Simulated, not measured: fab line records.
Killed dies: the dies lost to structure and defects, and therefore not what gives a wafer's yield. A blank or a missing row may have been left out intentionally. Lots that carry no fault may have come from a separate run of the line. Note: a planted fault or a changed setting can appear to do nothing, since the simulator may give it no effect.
fab line records -- flow n5Finfet -- part 1 of 2: steps 1 to 4 of 6
record: lots: 21, wafers: 63, lastDay: 20
route steps=1938 shown FIN_SAQP@98
lots with no fault: from the same line, run without faults
startH: hours from the record's first day to the start of the lot's first wafer shown -- waitH: how many hours have passed since the lot's step before this one -- " unchanged from the row above -- L1.1+2: a row that stands for several wafers -- - either no value or no given start -- * or withheld: withheld -- < > ~ a bound
route shown NAME@n: a module of which the file shows steps, and the number in the route of the first -- usual: mean/standard deviation taken from wafers without a fault -- same: alike in all rows -- chamber/n: place in a boat -- sites: the reading at each site -- _std_site: the values' standard deviation -- _edge_site: the outer-site mean with the inner-site mean subtracted -- radiusMm: for every site, how far away it sits from the centre of the wafer -- mask NAME#n: copy n -- behind: the tool/chamber that last shaped the wafer -- hold: why the lot went on hold/how many hours it stayed there/how the hold came to an end -- device: the transistor (n, p or np) that didn't switch -- end of line: tests of these same wafers at the route's end -- step lacking rows: just its recipe -- killed: at the first sort, the dies lost to defects and structure; wafer yield is something else -- map: shows each die of a wafer: x if killed, . if not, _ if none is there
set.NAME: the setting that was run; set.NAME@STEP: the one run at that earlier step -- model.NAME: the simulator's own value behind a step, which no gauge read
the route's steps for a sample of lots (tables are steps, rows are wafers)
services: a tool's chamber out of use, with start hour (startH, from the record's first day; less than 0 if before it), hours out, and reason
== steps ==
step: N5_FIN_SAQP_PECVD_47
recipe: material: a-Si, targetThkA: 450, tempC: 400, precursor: SiH4/He, pressureTorr: 3, rfW: 100, timeS: 36.3
usual: chamberPressureTorr: 3.001/0.0056, heaterPowerW: 833/93, showerheadPlenumPTorr: 5.67/0.05, throttleValvePct: 18.1/0.87
lot.wafer,tool,chamber,startH,waitH,chamberPressureTorr,heaterPowerW,showerheadPlenumPTorr,throttleValvePct
L074.4,pecvd-02,0,20.61,0.1,3.002,969,5.69,16.9
L074.5,pecvd-02,2,20.61,0.1,2.993,849,5.66,16.8
L074.6,pecvd-02,1,20.61,0.1,2.997,754,5.65,18.3
L075.2,pecvd-01,0,26.44,0.0,2.997,900,5.65,18.2
L075.4,pecvd-01,1,26.44,0.0,2.994,759,5.65,18.4
L075.6,pecvd-01,0,26.44,0.0,2.990,917,5.66,18.5
L076.1,pecvd-04,1,34.67,0.0,2.996,723,5.58,20.1
L076.2,pecvd-04,0,34.67,0.0,3.009,818,5.78,18.5
L076.5,pecvd-04,0,34.67,0.0,2.999,800,5.78,18.3
L077.1,pecvd-02,0,39.19,0.0,2.996,836,5.69,17.2
L077.3,pecvd-02,1,39.19,0.0,2.987,775,5.63,18.6
L077.5,pecvd-02,0,39.19,0.0,2.992,852,5.69,17.7
L079.1,pecvd-04,0,51.53,0.0,2.999,813,5.79,18.6
L079.2,pecvd-04,1,51.53,0.0,2.992,846,5.58,20.3
L079.6,pecvd-04,2,51.53,0.0,2.999,774,5.73,17.8
L080.1,pecvd-01,2,57.42,0.0,2.998,866,5.68,17.2
L080.3,pecvd-01,1,57.42,0.0,3.000,727,5.66,18.4
L080.6,pecvd-01,1,57.42,0.0,2.993,696,5.63,18.5
L081.3,pecvd-04,1,63.00,0.0,2.992,716,5.59,20.2
L081.4,pecvd-04,2,63.00,0.0,3.000,904,5.74,17.9
L081.5,pecvd-04,0,63.00,0.0,3.002,771,5.79,18.1
L082.2,pecvd-02,2,69.13,0.0,3.003,907,5.67,16.8
L082.3,pecvd-02,1,69.13,0.0,2.999,768,5.63,18.8
L082.5,pecvd-02,2,69.13,0.0,2.999,886,5.67,16.9
L083.1,pecvd-01,2,74.96,0.0,3.007,907,5.69,17.3
L083.5,pecvd-01,2,74.96,0.0,3.003,908,5.69,17.2
L083.6,pecvd-01,0,74.96,0.0,2.996,913,5.66,18.3
L084.1,pecvd-01,0,81.02,0.0,3.003,1035,5.66,17.9
L084.3,pecvd-01,2,81.02,0.0,3.004,915,5.66,17.2
L084.6,pecvd-01,0,81.02,0.0,3.000,1023,5.67,18.2
L085.1,pecvd-02,0,86.89,0.0,3.007,908,5.68,17.6
L085.2,pecvd-02,1,86.89,0.0,3.002,691,5.64,18.7
L085.6,pecvd-02,1,86.89,0.0,3.008,688,5.63,18.5
L086.3,pecvd-02,1,92.68,0.0,3.001,651,5.64,18.5
L086.4,pecvd-02,1,92.68,0.0,3.008,652,5.63,18.5
L086.5,pecvd-02,0,92.68,0.0,2.998,992,5.68,17.4
L087.3,pecvd-01,1,100.00,0.0,3.002,812,5.63,18.3
L087.5,pecvd-01,1,100.00,0.0,3.001,679,5.64,18.3
L087.6,pecvd-01,2,100.00,0.0,2.996,935,5.69,17.4
L088.1,pecvd-01,2,105.46,0.0,3.002,884,5.69,17.4
L088.2,pecvd-01,0,105.46,0.0,2.995,973,5.64,18.4
L088.5,pecvd-01,0,105.46,0.0,3.003,977,5.67,18.1
L090.2,pecvd-02,2,117.17,0.0,3.003,807,5.65,16.9
L090.3,pecvd-02,1,117.17,0.0,2.997,716,5.65,18.5
L090.4,pecvd-02,1,117.17,0.0,3.004,709,5.63,18.5
L091.3,pecvd-04,1,122.81,0.0,3.003,797,5.59,20.2
L091.5,pecvd-04,1,122.81,0.0,3.013,798,5.59,20.1
L091.6,pecvd-04,0,122.81,0.0,3.003,710,5.79,18.7
L093.1,pecvd-02,0,134.60,0.0,3.000,901,5.68,17.9
L093.4,pecvd-02,1,134.60,0.0,3.012,759,5.64,18.9
L093.5,pecvd-02,2,134.60,0.0,2.997,848,5.66,17.5
L094.1,pecvd-04,2,141.22,0.0,3.004,836,5.73,18.1
L094.5,pecvd-04,2,141.22,0.0,3.001,873,5.73,18.2
L094.6,pecvd-04,0,141.22,0.0,3.005,825,5.78,18.6
L095.2,pecvd-04,0,147.18,0.0,3.001,700,5.78,18.6
L095.3,pecvd-04,1,147.18,0.0,3.003,747,5.57,20.1
L095.5,pecvd-04,0,147.18,0.0,2.994,711,5.78,18.7
L096.1,pecvd-01,2,153.12,0.0,2.998,817,5.69,17.5
L096.3,pecvd-01,1,153.12,0.0,3.005,748,5.66,18.8
L096.5,pecvd-01,2,153.12,0.0,3.000,822,5.70,17.2
L097.1,pecvd-02,0,158.90,0.0,2.990,965,5.68,17.4
L097.2,pecvd-02,1,158.90,0.0,3.002,670,5.64,18.4
L097.3,pecvd-02,2,158.90,0.0,2.990,894,5.67,17.1
step: N5_FIN_SAQP_ETCH_52
recipe: chemistry: N2/H2, target: SOC, targetDepthA: 1000, overetchA: 200, maskMaterial: SiARC, tempC: 40, timeS: 150, ionEnergyEv: 200, pressureMtorr: 30, sourceW: 840, biasW: 150, n2FlowSccm: 200, h2FlowSccm: 200, ends: endPoint
usual: drypumpMotorCurrentA: 5.6/0.47, h2FlowSccm: 199.8/0.65, oesProductAu: 0.70/0.072, rfVppV: 524.1/2.8, showerheadPlenumPTorr: 2.55/0.1, throttleValvePct: 17.79/0.19
lot.wafer,tool,chamber,startH,waitH,drypumpMotorCurrentA,h2FlowSccm,oesProductAu,rfHoursCounterH,rfVppV,showerheadPlenumPTorr,throttleValvePct
L074.4,rieDiel-01,2,21.36,0.0,6.4,200.9,0.62,-,519.3,2.41,18.16
L074.5,rieDiel-01,1,21.36,0.0,5.3,199.7,0.66,-,524.5,2.52,17.95
L074.6,rieDiel-01,0,21.36,0.0,4.9,199.7,0.69,-,524.0,2.53,17.73
L075.2,rieDiel-01,1,27.29,0.0,5.3,199.0,0.65,191,523.2,2.52,17.95
L075.4,rieDiel-01,3,27.29,0.0,4.9,200.4,0.88,-,527.6,2.72,17.52
L075.6,rieDiel-01,0,27.29,0.0,4.9,199.2,0.69,-,524.1,2.52,17.74
L076.1,rieDiel-04,2,35.66,0.0,5.8,200.6,0.85,7,523.2,2.50,17.38
L076.2,rieDiel-04,0,35.66,0.0,5.7,199.7,0.63,222,520.6,2.42,17.99
L076.5,rieDiel-04,3,35.66,0.0,5.8,200.3,0.71,-,523.9,2.57,17.81
L077.1,rieDiel-02,3,39.95,0.0,5.7,201.2,0.65,185,525.4,2.65,17.80
L077.3,rieDiel-02,2,39.95,0.0,5.9,200.6,0.65,172,520.8,2.43,18.12
L077.5,rieDiel-02,3,39.95,0.0,5.7,200.6,0.65,-,525.9,2.65,17.80
L079.1,rieDiel-02,2,52.50,0.0,5.9,199.9,0.66,177,520.0,2.43,18.11
L079.2,rieDiel-02,1,52.50,0.0,5.6,199.7,0.74,87,522.5,2.47,17.66
L079.6,rieDiel-02,1,52.50,0.0,5.7,199.4,0.74,-,520.2,2.47,17.65
L080.1,rieDiel-04,1,58.96,0.0,6.4,199.6,0.67,188,527.5,2.62,17.88
L080.3,rieDiel-04,0,58.96,0.0,5.7,199.4,0.63,230,520.8,2.41,18.00
L080.6,rieDiel-04,1,58.96,0.0,6.4,200.2,0.66,-,525.2,2.62,17.87
L081.3,rieDiel-01,0,63.84,0.0,4.9,199.6,0.68,154,524.1,2.52,17.77
L081.4,rieDiel-01,1,63.84,0.0,5.3,198.7,0.65,204,523.1,2.52,17.97
L081.5,rieDiel-01,1,63.84,0.0,5.3,200.0,0.65,-,522.4,2.52,17.97
L082.2,rieDiel-04,2,69.98,0.0,5.7,199.6,0.82,21,522.9,2.49,17.40
L082.3,rieDiel-04,0,69.98,0.0,5.7,200.1,0.63,235,519.8,2.41,18.00
L082.5,rieDiel-04,2,69.98,0.0,5.7,199.9,0.81,-,521.3,2.49,17.41
L083.1,rieDiel-04,2,75.86,0.0,5.7,199.7,0.81,24,521.3,2.49,17.40
L083.5,rieDiel-04,0,75.86,0.0,5.8,199.5,0.62,-,518.9,2.41,18.01
L083.6,rieDiel-04,1,75.86,0.0,6.4,199.7,0.66,-,526.8,2.62,17.90
L084.1,rieDiel-04,1,81.86,0.0,6.4,200.2,0.66,199,525.2,2.62,17.91
L084.3,rieDiel-04,2,81.86,0.0,5.8,198.7,0.81,27,523.2,2.49,17.40
L084.6,rieDiel-04,1,81.86,0.0,6.4,200.8,0.66,-,526.8,2.62,17.89
L085.1,rieDiel-02,0,87.89,0.0,5.3,198.2,0.68,153,522.5,2.53,17.62
L085.2,rieDiel-02,1,87.89,0.0,5.7,199.2,0.72,101,523.3,2.46,17.67
L085.6,rieDiel-02,1,87.89,0.0,5.7,199.3,0.73,-,521.1,2.46,17.67
L086.3,rieDiel-01,1,93.55,0.0,5.3,199.8,0.64,214,523.8,2.51,18.00
L086.4,rieDiel-01,2,93.55,0.0,6.4,200.8,0.83,15,528.5,2.72,17.74
L086.5,rieDiel-01,2,93.55,0.0,6.4,200.1,0.83,-,525.4,2.72,17.76
L087.3,rieDiel-01,3,101.01,0.0,4.9,198.8,0.80,28,528.3,2.71,17.57
L087.5,rieDiel-01,2,101.01,0.0,6.4,198.9,0.82,-,528.7,2.72,17.75
L087.6,rieDiel-01,3,101.01,0.0,4.9,198.9,0.80,-,528.9,2.71,17.57
L088.1,rieDiel-01,2,106.18,0.0,6.4,199.9,0.82,20,529.3,2.72,17.76
L088.2,rieDiel-01,1,106.18,0.0,5.3,200.8,0.64,219,522.2,2.51,18.00
L088.5,rieDiel-01,3,106.18,0.0,4.9,199.6,0.80,-,527.9,2.71,17.58
L090.2,rieDiel-02,2,118.01,0.0,5.9,200.6,0.64,203,521.8,2.42,18.17
L090.3,rieDiel-02,0,118.01,0.0,5.3,199.3,0.67,164,525.4,2.53,17.65
L090.4,rieDiel-02,3,118.01,0.0,5.7,199.9,0.64,214,527.6,2.64,17.84
L091.3,rieDiel-01,3,123.68,0.0,4.9,199.8,0.79,35,528.4,2.71,17.58
L091.5,rieDiel-01,0,123.68,0.0,4.9,199.2,0.67,-,523.0,2.51,17.80
L091.6,rieDiel-01,3,123.68,0.0,4.9,199.2,0.79,-,527.7,2.71,17.61
L093.1,rieDiel-02,2,135.47,0.0,5.9,199.8,0.63,208,519.4,2.42,18.16
L093.4,rieDiel-02,1,135.47,0.0,5.7,199.5,0.71,117,522.0,2.45,17.70
L093.5,rieDiel-02,0,135.47,0.0,5.3,199.6,0.67,-,524.6,2.53,17.64
L094.1,rieDiel-02,0,141.94,0.0,5.3,199.7,0.66,173,522.9,2.52,17.66
L094.5,rieDiel-02,0,141.94,0.0,5.3,199.6,0.67,-,524.5,2.52,17.66
L094.6,rieDiel-02,3,141.94,0.0,5.7,200.8,0.63,-,527.9,2.64,17.86
L095.2,rieDiel-01,1,147.97,0.0,5.3,201.0,0.64,234,523.5,2.50,18.02
L095.3,rieDiel-01,2,147.97,0.0,6.4,199.7,0.79,35,528.2,2.72,17.77
L095.5,rieDiel-01,0,147.97,0.0,4.9,199.7,0.67,-,523.2,2.51,17.83
L096.1,rieDiel-01,2,154.18,0.0,6.4,200.5,0.79,37,528.1,2.71,17.76
L096.3,rieDiel-01,1,154.18,0.0,5.3,199.8,0.64,236,523.3,2.50,18.02
L096.5,rieDiel-01,2,154.18,0.0,6.4,200.0,0.80,-,527.0,2.71,17.78
L097.1,rieDiel-04,3,159.74,0.0,5.8,201.0,0.67,149,524.3,2.55,17.87
L097.2,rieDiel-04,1,159.74,0.0,6.4,199.7,0.64,228,525.3,2.61,17.97
L097.3,rieDiel-04,0,159.74,0.0,5.7,198.3,0.86,9,528.3,2.72,17.69
step: N5_FIN_SAQP_SPACER1_ETCHBACK_25
recipe: chemistry: CHF3/O2, mode: anisotropicEtchback, target: SiO2, targetDepthA: 244, timeS: 12.2, pressureMtorr: 30, sourceW: 650, biasW: 170, Ar_flow_sccm: 200, CHF3_flow_sccm: 50, O2_flow_sccm: 5, ionEnergyEv: 200
usual: drypumpMotorCurrentA: 5.6/0.46, oes_f_703_au: 0.79/0.079, oesProductAu: 0.78/0.087, rfVppV: 522/10, showerheadPlenumPTorr: 2.43/0.089, throttleValvePct: 18.84/0.17
lot.wafer,tool,chamber,startH,waitH,drypumpMotorCurrentA,oes_f_703_au,oesProductAu,rfHoursCounterH,rfVppV,showerheadPlenumPTorr,throttleValvePct
L074.4,rieDiel-02,2,23.22,0.4,5.9,0.74,0.73,167,505,2.30,19.08
L074.5,rieDiel-02,0,23.22,0.4,5.3,0.79,0.78,-,516,2.43,18.75
L074.6,rieDiel-02,3,23.22,0.4,5.6,0.74,0.74,-,527,2.51,18.76
L075.2,rieDiel-01,0,29.10,0.5,4.9,0.74,0.76,142,535,2.42,18.92
L075.4,rieDiel-01,0,29.10,0.5,4.9,0.75,0.76,-,534,2.42,18.93
L075.6,rieDiel-01,1,29.10,0.5,5.3,0.73,0.74,-,529,2.38,18.93
L076.1,rieDiel-02,0,38.16,0.4,5.3,0.79,0.76,142,515,2.43,18.74
L076.2,rieDiel-02,3,38.16,0.4,5.7,0.75,0.72,184,525,2.51,18.75
L076.5,rieDiel-02,3,38.16,0.4,5.7,0.75,0.72,-,525,2.51,18.76
L077.1,rieDiel-02,3,41.66,0.4,5.6,0.75,0.71,185,525,2.51,18.73
L077.3,rieDiel-02,0,41.66,0.4,5.3,0.79,0.76,143,516,2.43,18.75
L077.5,rieDiel-02,3,41.66,0.4,5.6,0.75,0.72,-,526,2.51,18.76
L079.1,rieDiel-01,3,54.38,0.5,4.9,0.94,0.94,11,517,2.55,18.48
L079.2,rieDiel-01,2,54.38,0.5,6.4,0.95,0.99,3,540,2.58,18.72
L079.6,rieDiel-01,0,54.38,0.5,4.9,0.73,0.75,-,534,2.42,18.96
L080.1,rieDiel-02,3,61.06,0.6,5.6,0.74,0.72,191,527,2.51,18.78
L080.3,rieDiel-02,1,61.06,0.6,5.7,0.83,0.83,91,525,2.35,18.76
L080.6,rieDiel-02,3,61.06,0.6,5.6,0.74,0.71,-,525,2.51,18.77
L081.3,rieDiel-01,3,65.57,0.4,4.9,0.93,0.93,15,517,2.55,18.50
L081.4,rieDiel-01,1,65.57,0.4,5.3,0.72,0.71,205,529,2.37,18.96
L081.5,rieDiel-01,1,65.57,0.4,5.3,0.72,0.71,-,529,2.37,18.95
L082.2,rieDiel-02,3,71.79,0.4,5.6,0.74,0.71,197,525,2.51,18.80
L082.3,rieDiel-02,2,71.79,0.4,5.9,0.73,0.71,187,505,2.30,19.12
L082.5,rieDiel-02,3,71.79,0.4,5.7,0.74,0.71,-,524,2.51,18.78
L083.1,rieDiel-01,1,77.65,0.4,5.3,0.72,0.72,210,528,2.37,18.97
L083.5,rieDiel-01,3,77.65,0.4,4.9,0.92,0.91,-,518,2.55,18.49
L083.6,rieDiel-01,2,77.65,0.4,6.4,0.93,0.95,-,538,2.58,18.74
L084.1,rieDiel-01,2,84.09,0.4,6.4,0.92,0.95,12,539,2.58,18.74
L084.3,rieDiel-01,0,84.09,0.4,4.9,0.72,0.75,161,534,2.41,18.94
L084.6,rieDiel-01,3,84.09,0.4,4.9,0.91,0.92,-,518,2.55,18.51
L085.1,rieDiel-04,0,89.62,0.4,5.7,0.69,0.68,243,525,2.26,18.85
L085.2,rieDiel-04,1,89.62,0.4,6.4,0.73,0.72,200,507,2.48,19.02
L085.6,rieDiel-04,1,89.62,0.4,6.4,0.73,0.72,-,507,2.48,19.03
L086.3,rieDiel-01,1,96.54,0.4,5.3,0.71,0.71,216,530,2.37,18.99
L086.4,rieDiel-01,3,96.54,0.4,5.0,0.90,0.90,26,519,2.54,18.52
L086.5,rieDiel-01,1,96.54,0.4,5.3,0.71,0.71,-,529,2.37,18.98
L087.3,rieDiel-02,2,102.73,0.4,5.9,0.72,0.71,198,504,2.29,19.14
L087.5,rieDiel-02,3,102.73,0.4,5.7,0.73,0.71,-,525,2.50,18.80
L087.6,rieDiel-02,2,102.73,0.4,5.9,0.72,0.71,-,506,2.29,19.14
L088.1,rieDiel-02,1,107.99,0.4,5.7,0.80,0.81,108,526,2.34,18.79
L088.2,rieDiel-02,2,107.99,0.4,5.9,0.72,0.70,200,504,2.29,19.12
L088.5,rieDiel-02,2,107.99,0.4,5.9,0.72,0.71,-,504,2.29,19.14
L090.2,rieDiel-04,1,120.09,0.5,6.4,0.72,0.71,210,507,2.47,19.04
L090.3,rieDiel-04,2,120.09,0.5,5.7,0.88,0.88,41,515,2.38,18.74
L090.4,rieDiel-04,1,120.09,0.5,6.4,0.73,0.72,-,507,2.47,19.06
L091.3,rieDiel-04,2,125.57,0.4,5.8,0.88,0.87,44,515,2.37,18.73
L091.5,rieDiel-04,3,125.57,0.4,5.8,0.77,0.77,-,521,2.43,18.82
L091.6,rieDiel-04,1,125.57,0.4,6.4,0.72,0.72,-,506,2.47,19.05
L093.1,rieDiel-02,0,137.50,0.5,5.3,0.76,0.74,171,515,2.42,18.81
L093.4,rieDiel-02,3,137.50,0.5,5.6,0.73,0.70,219,526,2.50,18.81
L093.5,rieDiel-02,0,137.50,0.5,5.3,0.76,0.74,-,516,2.42,18.81
L094.1,rieDiel-01,1,143.69,0.4,5.3,0.70,0.71,233,530,2.36,19.01
L094.5,rieDiel-01,3,143.69,0.4,4.9,0.88,0.88,-,517,2.54,18.55
L094.6,rieDiel-01,0,143.69,0.4,4.9,0.71,0.73,-,533,2.41,18.98
L095.2,rieDiel-01,0,149.68,0.4,4.9,0.71,0.72,183,533,2.40,19.00
L095.3,rieDiel-01,1,149.68,0.4,5.3,0.70,0.71,235,528,2.36,19.01
L095.5,rieDiel-01,2,149.68,0.4,6.4,0.87,0.90,-,539,2.57,18.77
L096.1,rieDiel-02,1,156.04,0.4,5.7,0.79,0.79,125,522,2.33,18.80
L096.3,rieDiel-02,0,156.04,0.4,5.3,0.76,0.74,178,515,2.41,18.80
L096.5,rieDiel-02,2,156.04,0.4,5.9,0.71,0.69,-,506,2.29,19.18
L097.1,rieDiel-02,1,161.57,0.4,5.7,0.79,0.79,127,523,2.33,18.81
L097.2,rieDiel-02,3,161.57,0.4,5.6,0.72,0.69,227,525,2.49,18.82
L097.3,rieDiel-02,0,161.57,0.4,5.3,0.76,0.73,179,514,2.41,18.82
step: N5_FIN_SAQP_SPACER2_ALD_28
recipe: material: SiO2, targetThkA: 81, tempC: 300, aldPrecursorFamily: BDEAS, aldCoReactant: O2-plasma, pulseTimeS: 1, purgeTimeS: 2, coReactantPurgeTimeS: 2, pressureTorr: 2
usual: chamberPressureTorr: 2.001/0.0044, heaterPowerW: 491/39, precursorPulseHeightRel: 0.998/0.018
lot.wafer,tool,chamber,startH,waitH,chamberPressureTorr,heaterPowerW,precursorPulseHeightRel
L074.4,aldSin-02,1,25.14,0.4,1.993,461,0.975
L074.5,aldSin-02,3,25.14,0.4,1.999,445,0.998
L074.6,aldSin-02,2,25.14,0.4,1.997,527,1.016
L075.2,aldSin-04,2,30.36,0.1,2.005,547,0.982
L075.4,aldSin-04,2,30.36,0.1,2.003,533,1.017
L075.6,aldSin-04,3,30.36,0.1,2.007,443,0.969
L076.1,aldSin-04,3,39.50,0.2,2.002,449,1.013
L076.2,aldSin-04,1,39.50,0.2,2.000,470,1.026
L076.5,aldSin-04,1,39.50,0.2,2.005,464,0.983
L077.1,aldSin-01,0,42.93,0.1,1.995,528,1.010
L077.3,aldSin-01,2,42.93,0.1,1.999,450,0.998
L077.5,aldSin-01,1,42.93,0.1,2.006,496,0.989
L079.1,aldSin-04,1,55.74,0.1,2.005,479,1.004
L079.2,aldSin-04,2,55.74,0.1,1.997,550,0.984
L079.6,aldSin-04,2,55.74,0.1,1.998,554,0.992
L080.1,aldSin-04,0,62.63,0.3,2.002,490,1.007
L080.3,aldSin-04,2,62.63,0.3,2.005,560,1.008
L080.6,aldSin-04,2,62.63,0.3,2.008,551,0.990
L081.3,aldSin-02,3,67.07,0.1,1.998,442,1.010
L081.4,aldSin-02,2,67.07,0.1,1.997,520,0.973
L081.5,aldSin-02,1,67.07,0.1,1.997,469,0.983
L082.2,aldSin-01,1,73.53,0.5,1.998,513,0.998
L082.3,aldSin-01,3,73.53,0.5,2.004,454,0.992
L082.5,aldSin-01,1,73.53,0.5,2.000,506,0.986
L083.1,aldSin-04,1,78.99,0.1,2.000,472,0.998
L083.5,aldSin-04,3,78.99,0.1,1.994,452,1.006
L083.6,aldSin-04,0,78.99,0.1,1.998,501,1.006
L084.1,aldSin-02,3,85.31,0.1,1.998,461,1.005
L084.3,aldSin-02,1,85.31,0.1,1.995,465,1.001
L084.6,aldSin-02,0,85.31,0.1,1.998,538,0.996
L085.1,aldSin-02,2,90.92,0.1,2.001,517,0.975
L085.2,aldSin-02,0,90.92,0.1,2.001,548,1.024
L085.6,aldSin-02,0,90.92,0.1,2.001,552,0.981
L086.3,aldSin-02,2,98.02,0.3,2.009,510,0.996
L086.4,aldSin-02,0,98.02,0.3,2.001,546,0.985
L086.5,aldSin-02,0,98.02,0.3,1.996,541,0.997
L087.3,aldSin-02,2,104.83,0.8,2.001,513,0.982
L087.5,aldSin-02,1,104.83,0.8,1.998,456,1.000
L087.6,aldSin-02,2,104.83,0.8,2.011,515,1.002
L088.1,aldSin-04,2,110.05,0.8,2.000,555,1.020
L088.2,aldSin-04,0,110.05,0.8,2.000,492,0.982
L088.5,aldSin-04,0,110.05,0.8,1.994,505,1.008
L090.2,aldSin-04,0,121.32,0.1,1.993,507,1.012
L090.3,aldSin-04,1,121.32,0.1,1.996,464,0.987
L090.4,aldSin-04,3,121.32,0.1,2.004,449,1.008
L091.3,aldSin-02,0,127.19,0.5,1.999,546,0.978
L091.5,aldSin-02,2,127.19,0.5,1.999,510,1.016
L091.6,aldSin-02,1,127.19,0.5,2.003,475,1.004
L093.1,aldSin-02,1,139.15,0.3,2.003,465,1.005
L093.4,aldSin-02,0,139.15,0.3,2.000,541,0.987
L093.5,aldSin-02,3,139.15,0.3,2.007,444,1.029
L094.1,aldSin-04,1,144.96,0.1,2.010,467,0.985
L094.5,aldSin-04,1,144.96,0.1,2.000,462,0.982
L094.6,aldSin-04,0,144.96,0.1,1.999,503,0.989
L095.2,aldSin-01,2,151.11,0.1,1.998,470,0.988
L095.3,aldSin-01,3,151.11,0.1,1.998,430,0.987
L095.5,aldSin-01,3,151.11,0.1,2.000,433,0.987
L096.1,aldSin-04,3,157.37,0.1,2.001,450,1.000
L096.3,aldSin-04,0,157.37,0.1,2.003,499,0.991
L096.5,aldSin-04,1,157.37,0.1,1.998,479,0.992
L097.1,aldSin-04,3,162.79,0.1,1.998,433,0.994
L097.2,aldSin-04,0,162.79,0.1,2.006,508,1.002
L097.3,aldSin-04,1,162.79,0.1,2.004,474,0.987
